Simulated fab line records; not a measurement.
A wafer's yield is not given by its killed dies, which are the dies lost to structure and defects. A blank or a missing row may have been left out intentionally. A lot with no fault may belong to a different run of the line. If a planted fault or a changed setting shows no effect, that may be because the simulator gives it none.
Chamber matching + flow n5 finfet + N5_SPACER0_ALD_08 on ald sin-02: 4 sister chambers
The step deposits SiNx, target thk 2 nm. 20 wafers are shown with their chamber, then 10 later ones without.

## WAFERS PAIRED WITH THEIR CHAMBERS
| wafer  | chamber | heater power w (W) |
|--------|---------|--------------------|
| L078.1 | 0       | 793                |
| L078.3 | 2       | 759                |
| L078.5 | 2       | 773                |
| L080.3 | 3       | 835                |
| L080.5 | 2       | 764                |
| L080.6 | 3       | 832                |
| L084.1 | 1       | 848                |
| L084.2 | 2       | 754                |
| L084.4 | 0       | 797                |
| L085.2 | 0       | 780                |
| L085.3 | 2       | 775                |
| L085.6 | 2       | 761                |
| L086.1 | 3       | 827                |
| L086.4 | 1       | 862                |
| L086.6 | 1       | 843                |
| L089.2 | 2       | 755                |
| L089.4 | 3       | 829                |
| L089.5 | 3       | 822                |
| L090.1 | 2       | 776                |
| L090.4 | 0       | 793                |

SIGNATURES (means of the wafers above)
| reading        | chamber 0 | chamber 1 | chamber 2 | chamber 3 | scatter within a chamber |
|----------------|-----------|-----------|-----------|-----------|--------------------------|
| heater power w | 790.75    | 851.00    | 764.62    | 829.00    | 7.96                     |
Rule: for a wafer and a chamber, the distance is found by dividing, reading by reading, the gap between the wafer's reading and the chamber's mean by the reading's scatter, squaring, summing and taking the root. If the next closest chamber is less than 2 further off than the closest, the wafer can't be placed; otherwise it belongs to the closest. The scatter: the root of (the sum of the squares of (reading less its chamber's mean) over the shown wafers, divided by (wafers less chambers)).

## WAFERS WHOSE CHAMBER IS MISSING
| wafer  | heater power w (W) |
|--------|--------------------|
| L090.5 | 797                |
| L091.1 | 856                |
| L091.4 | 838                |
| L091.6 | 830                |
| L093.1 | 834                |
| L093.3 | 841                |
| L093.5 | 770                |
| L095.1 | 717                |
| L095.2 | 858                |
| L095.4 | 756                |

## EACH ONE'S CHAMBER
| wafer  | from the rows above     | in truth                   |
|--------|-------------------------|----------------------------|
| L090.5 | 0                       | 0                          |
| L091.1 | 1                       | 1                          |
| L091.4 | can't be placed: 3 or 1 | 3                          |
| L091.6 | 3                       | 3                          |
| L093.1 | can't be placed: 3 or 1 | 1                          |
| L093.3 | can't be placed: 1 or 3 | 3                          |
| L093.5 | can't be placed: 2 or 0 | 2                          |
| L095.1 | 2                       | 2                          |
| L095.2 | 1                       | 1                          |
| L095.4 | 2                       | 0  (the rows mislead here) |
5 of 10 placed correctly. Not placeable from these rows: 4 (in 4, the candidates include the true chamber). Number placed wrongly: 1.
